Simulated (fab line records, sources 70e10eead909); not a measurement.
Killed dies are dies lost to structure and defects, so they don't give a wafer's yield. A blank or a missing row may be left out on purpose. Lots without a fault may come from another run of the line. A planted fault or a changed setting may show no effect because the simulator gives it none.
Which tool did it? | flow nand_harc | 24 lots, 72 wafers sampled, at 3 steps of a route of 1159

WHAT THE GAUGES READ, wafer by wafer
NHARC_P_CONTACT_INSPECT_27.
lot  | measured     | on                | raw_defect_count
L074 | day 5 12:26  | defect_inspect-02 | 208 174 218
L076 | day 5 21:50  | defect_inspect-01 | 275 250 211
L075 | day 5 22:22  | defect_inspect-01 | 151 522 208
L078 | day 6 15:15  | defect_inspect-01 | 208 331 222
L077 | day 6 15:47  | defect_inspect-02 | 123 107 101
L079 | day 7 01:32  | defect_inspect-01 | 330 217 604
L081 | day 7 06:37  | defect_inspect-02 | 212 204 200
L080 | day 7 07:17  | defect_inspect-02 | 291 260 232
L083 | day 7 23:01  | defect_inspect-02 | 185 260 234
L082 | day 7 23:34  | defect_inspect-01 | 283 478 234
L084 | day 8 05:17  | defect_inspect-02 | 246 238 187
L086 | day 9 01:21  | defect_inspect-01 | 468 372 262
L088 | day 9 01:23  | defect_inspect-02 | 218 394 157
L087 | day 9 01:54  | defect_inspect-01 | 286 413 392
L085 | day 9 04:34  | defect_inspect-02 | 556 622 404
L089 | day 9 11:15  | defect_inspect-02 | 275 222 442
L090 | day 10 01:41 | defect_inspect-02 | 178 180 143
L092 | day 10 01:28 | defect_inspect-02 | 282 269 231
L091 | day 10 02:02 | defect_inspect-01 | 373 395 226
L093 | day 10 09:12 | defect_inspect-01 | 358 175 73
L094 | day 10 19:40 | defect_inspect-01 | 249 360 240
L097 | day 11 04:12 | defect_inspect-01 | 155 283 232
L095 | day 11 04:44 | defect_inspect-02 | 292 138 171
L096 | day 11 05:42 | defect_inspect-02 | 207 228 159

NHARC_P_M0_CD_MEAS_09: target cd 90 nm.
lot  | measured     | on        | cd_nm (nm)
L074 | day 5 13:17  | cd_sem-03 | 90.5 89.9 90.9
L076 | day 5 22:44  | cd_sem-03 | 91.5 90.1 89.7
L075 | day 5 23:16  | cd_sem-03 | 89.9 89.3 89.4
L078 | day 6 16:08  | cd_sem-02 | 89.9 90.6 89.1
L077 | day 6 16:43  | cd_sem-02 | 89.6 89.6 89.4
L079 | day 7 02:27  | cd_sem-02 | 90.8 90.7 90.6
L081 | day 7 07:32  | cd_sem-03 | 89.6 90.5 91.5
L080 | day 7 08:11  | cd_sem-01 | 90.3 90.0 90.7
L083 | day 8 00:02  | cd_sem-01 | 89.9 88.5 90.1
L082 | day 8 00:28  | cd_sem-03 | 88.6 90.4 90.3
L084 | day 8 06:13  | cd_sem-03 | 88.3 90.1 88.8
L086 | day 9 02:15  | cd_sem-03 | 89.5 90.1 90.4
L088 | day 9 02:25  | cd_sem-02 | 90.5 90.3 90.0
L087 | day 9 02:41  | cd_sem-02 | 88.6 89.1 88.8
L085 | day 9 05:22  | cd_sem-02 | 89.5 89.4 89.5
L089 | day 9 12:02  | cd_sem-01 | 89.5 88.6 88.8
L090 | day 10 02:35 | cd_sem-02 | 89.9 90.0 90.4
L092 | day 10 02:23 | cd_sem-01 | 90.5 90.6 89.6
L091 | day 10 02:58 | cd_sem-01 | 90.2 90.8 89.7
L093 | day 10 10:06 | cd_sem-02 | 89.8 89.7 89.7
L094 | day 10 20:26 | cd_sem-02 | 90.3 90.1 90.8
L097 | day 11 05:06 | cd_sem-03 | 90.4 90.7 90.5
L095 | day 11 05:38 | cd_sem-03 | 90.0 89.7 90.0
L096 | day 11 06:29 | cd_sem-01 | 89.8 90.4 88.6

WHICH TOOL RAN EACH LOT (tool, then ch and the chambers of the sampled wafers, then the start)
lot  | NHARC_P_CONTACT_PVD_32
L074 | pvd_sputter-01, day 5 12:26 or earlier
L076 | pvd_sputter-02, day 5 21:50 or earlier
L075 | pvd_sputter-03, day 5 22:22 or earlier
L078 | pvd_sputter-02, day 6 15:15 or earlier
L077 | pvd_sputter-01, day 6 15:47 or earlier
L079 | pvd_sputter-02, day 7 01:32 or earlier
L081 | pvd_sputter-02, day 7 06:37 or earlier
L080 | pvd_sputter-03, day 7 07:17 or earlier
L083 | pvd_sputter-02, day 7 23:01 or earlier
L082 | pvd_sputter-03, day 7 23:34 or earlier
L084 | pvd_sputter-01, day 8 05:17 or earlier
L086 | pvd_sputter-03, day 9 01:21 or earlier
L088 | pvd_sputter-01, day 9 01:23 or earlier
L087 | pvd_sputter-03, day 9 01:54 or earlier
L085 | pvd_sputter-02, day 9 04:34 or earlier
L089 | pvd_sputter-01, day 9 11:15 or earlier
L090 | pvd_sputter-01, day 10 01:41 or earlier
L092 | pvd_sputter-03, day 10 01:28 or earlier
L091 | pvd_sputter-01, day 10 02:02 or earlier
L093 | pvd_sputter-01, day 10 09:12 or earlier
L094 | pvd_sputter-03, day 10 19:40 or earlier
L097 | pvd_sputter-03, day 11 04:12 or earlier
L095 | pvd_sputter-01, day 11 04:44 or earlier
L096 | pvd_sputter-02, day 11 05:42 or earlier
- NHARC_P_CONTACT_PVD_32: deposits Ti, target thk 5 nm, time 17.7 s.

WHAT THE TOOLS THEMSELVES READ (means of the sampled wafers that have a number; where no wafer has one, the mark that the record gives instead)
NHARC_P_CONTACT_PVD_32.
lot  | tool           | cathode_dc_power_W (W) | throttle_valve_pct (%)
L074 | pvd_sputter-01 | 4999.4                 | 30.1
L076 | pvd_sputter-02 | 5000.7                 | 29.5
L075 | pvd_sputter-03 | 5001.5                 | 30.1
L078 | pvd_sputter-02 | 4999.8                 | 29.7
L077 | pvd_sputter-01 | 4999.5                 | 29.6
L079 | pvd_sputter-02 | 4999.9                 | 29.3
L081 | pvd_sputter-02 | 4998.7                 | 29.3
L080 | pvd_sputter-03 | 4999.7                 | 29.9
L083 | pvd_sputter-02 | 4999.7                 | 29.6
L082 | pvd_sputter-03 | 4999.7                 | 29.1
L084 | pvd_sputter-01 | 5000.3                 | 28.8
L086 | pvd_sputter-03 | 4999.2                 | 30.0
L088 | pvd_sputter-01 | 5000.6                 | 29.3
L087 | pvd_sputter-03 | 5000.7                 | 29.2
L085 | pvd_sputter-02 | 5000.3                 | 29.7
L089 | pvd_sputter-01 | 4999.8                 | 30.6
L090 | pvd_sputter-01 | 5000.0                 | 29.7
L092 | pvd_sputter-03 | 5000.3                 | 29.2
L091 | pvd_sputter-01 | 4999.6                 | 29.5
L093 | pvd_sputter-01 | 4999.4                 | 30.0
L094 | pvd_sputter-03 | 4999.7                 | 29.2
L097 | pvd_sputter-03 | 5001.2                 | 29.9
L095 | pvd_sputter-01 | 5000.3                 | 30.0
L096 | pvd_sputter-02 | 4999.8                 | 30.2

THE ANSWER, worked out from the rows above alone
Rule: what is usual is taken from the lots themselves. Put in order of their means at a reading, lots are off if they are a third of the lots or fewer, leave a main group of 4 or more, and stand apart from it by a gap of 3 or more times the standard deviation of the main group's means; of several such gaps the widest counts. A main group whose means are all the same, to the digits that the tables above print for the reading, isn't used. A lot without any number at a reading at which 4 lots or more have one is off too. The other lots that the step has rows for count as sound. The gauges are gone through in route order, then the tools' own readings, and for those a lot's mean is taken as printed above. The first step at which some lot is off is used, and at that step the reading that is off furthest; a lot without a number counts as furthest.
No lot is off at any reading shown: from this, nothing can be told.

WHAT THE SIMULATOR HAD PUT IN
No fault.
